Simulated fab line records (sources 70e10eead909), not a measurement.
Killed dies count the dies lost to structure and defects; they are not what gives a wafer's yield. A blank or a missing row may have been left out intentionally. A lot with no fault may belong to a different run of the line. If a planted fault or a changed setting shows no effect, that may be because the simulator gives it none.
Comparing a struck lot with a sound one :: flow nand_harc :: 16 steps out of a route of 1302
Sound: wafers L600.1, L600.2, L600.5. Struck: wafer L605.1. (L605.4, L605.5 of the same lot were not struck and are left out.) The cause comes at the end.
Order at every step that has rows: each side's tool, ch and its chambers, its first start. Under that, the readings that differ: sound wafers :: struck wafers :: difference of the means :: sigmas: that difference in standard deviations of wafers without a fault.
alike: readings whose means differ by less than 2 such deviations, and words and numbers that are the same on both sides. not compared: withheld readings, readings that some wafer has no value for, bounds like >300 that may hide the same value, and numbers for which the record gives no deviation and whose values overlap.
The two part at a step that has a row with sigmas, a row that says differs or no value, or rows on one side only. Non-overlapping numbers with no deviation appear without sigmas and do not part them. Lack of a reading on every wafer of one side parts them only where that side has two or more wafers.

first, 6 steps without rows for these wafers: NHARC_A_CHANNEL_HOLE_D1_COAT_04 (resist thk 90 nm); NHARC_A_CHANNEL_HOLE_D1_SOFTBAKE_05 (time 55 s); NHARC_A_CHANNEL_HOLE_D1_EBR_06; NHARC_A_CHANNEL_HOLE_D1_EXPOSE_07 (exposes mask HOLE D1, target cd 100 nm); NHARC_A_CHANNEL_HOLE_D1_PEB_08 (peb time 65 s); NHARC_A_CHANNEL_HOLE_D1_DEVELOP_09 (develop time 35 s).
NHARC_A_CHANNEL_HOLE_D1_CD_MEAS_10 targets a cd of 100 nm.
  sound on cd_sem-03 ch 0, day 9 05:42; struck on cd_sem-03 ch 0, day 11 15:56
  alike: cd_nm
NHARC_A_CHANNEL_HOLE_D1_OVL_MEAS_11:
  struck on overlay-01, day 11 16:01; sound on overlay-02, day 9 05:47
reading: overlay_y_nm (nm)
sound: -1.2 -1.0 -0.8
struck: 1.9
difference: +2.9
sigmas: +3
  alike: overlay_x_nm
NHARC_A_CHANNEL_HOLE_D1_INSPECT_12:
  struck on defect_inspect-01, day 11 16:03; sound on defect_inspect-02, day 9 05:49
  alike: raw_defect_count
NHARC_A_CHANNEL_HOLE_D1_DESCUM_15: chemistry O2, time 3 s.
  sound on rie_diel-05 ch 0,2, day 9 05:53; struck on rie_diel-05 ch 3, day 11 16:07
reading: o2_flow_sccm (sccm)
sound: 199.9 199.5 200.1
struck: 198.6
difference: -1.2
sigmas: -2
  alike: drypump_motor_current_A, oes_product_au, rf_vpp_V, showerhead_plenum_p_Torr, throttle_valve_pct
  not compared: rf_hours_counter_h
NHARC_A_CHANNEL_HOLE_D1_ETCH_38: etches the open film in CF4, target depth 39 nm, time 65 s.
  sound on rie_diel-05 ch 1,2, day 9 05:58; struck on rie_diel-05 ch 1, day 11 16:13
  alike: drypump_motor_current_A, oes_product_au, rf_fwd_power_W, rf_vpp_V, showerhead_plenum_p_Torr, throttle_valve_pct
  not compared: rf_hours_counter_h
NHARC_A_CHANNEL_HOLE_D1_ETCH_39: etches the open film in N2/H2, target depth 260 nm, time 325 s.
  sound: rie_diel-05 ch 0,2; struck: rie_diel-05 ch 0
  alike: drypump_motor_current_A, oes_product_au, rf_fwd_power_W, rf_vpp_V, showerhead_plenum_p_Torr, throttle_valve_pct
  not compared: rf_hours_counter_h
NHARC_A_CHANNEL_HOLE_D1_ETCH_34: etches the open film in CF4/CHF3, target depth 154 nm, time 77 s.
  sound on rie_diel-05 ch 2,3, day 9 06:19; struck on rie_diel-05 ch 2, day 11 16:34
reading: oes_product_au (a.u.)
sound: 0.965 0.942 0.969
struck: 0.725
difference: -0.234
sigmas: -10

reading: rf_fwd_power_W (W)
sound: 500.0 493.6 498.3
struck: 297.4
difference: -199.9
sigmas: -99 or more

reading: model.A_CHANNEL_HOLE_D1.cd_nm (nm)
sound: 97.92 101.1 98.45
struck: 97.22
difference: -1.94
sigmas: 
  alike: drypump_motor_current_A, rf_vpp_V, showerhead_plenum_p_Torr, throttle_valve_pct
  not compared: rf_hours_counter_h
NHARC_A_CHANNEL_HOLE_D1_ETCH_16: etches the open film in O2/COS, target depth 3100 nm, time 806 s.
  sound: rie_diel-05 ch 0,2,3; struck: rie_diel-05 ch 0
reading: throttle_valve_pct (%)
sound: 28.331 28.343 28.314
struck: 28.348
difference: +0.019
sigmas: +2

reading: model.A_CHANNEL_HOLE_D1.cd_nm (nm)
sound: 98.25 102.3 98.02
struck: 96.32
difference: -3.20
sigmas: 
  alike: drypump_motor_current_A, o2_flow_sccm, oes_product_au, rf_fwd_power_W, rf_vpp_V, showerhead_plenum_p_Torr
  not compared: rf_hours_counter_h
NHARC_A_CHANNEL_HOLE_D1_CD_MEAS_18:
  struck on cd_sem-02, day 11 17:13; sound on cd_sem-01, day 9 06:59
  alike: cd_nm
-- jump in the record: it breaks off in module A_CHANNEL_HOLE_D1 and resumes in module END (first step shown: number 1302 of the route), and 16 days separate the struck wafers' starts before and after --
NHARC_END_SORT_01:
  the record has rows for the struck wafers here (prober-02 ch 0, day 27 07:40) and none for the sound ones

WHERE THEY PART
First at NHARC_A_CHANNEL_HOLE_D1_OVL_MEAS_11; last, within this record, at NHARC_END_SORT_01.

WHY: the cause the simulator had injected
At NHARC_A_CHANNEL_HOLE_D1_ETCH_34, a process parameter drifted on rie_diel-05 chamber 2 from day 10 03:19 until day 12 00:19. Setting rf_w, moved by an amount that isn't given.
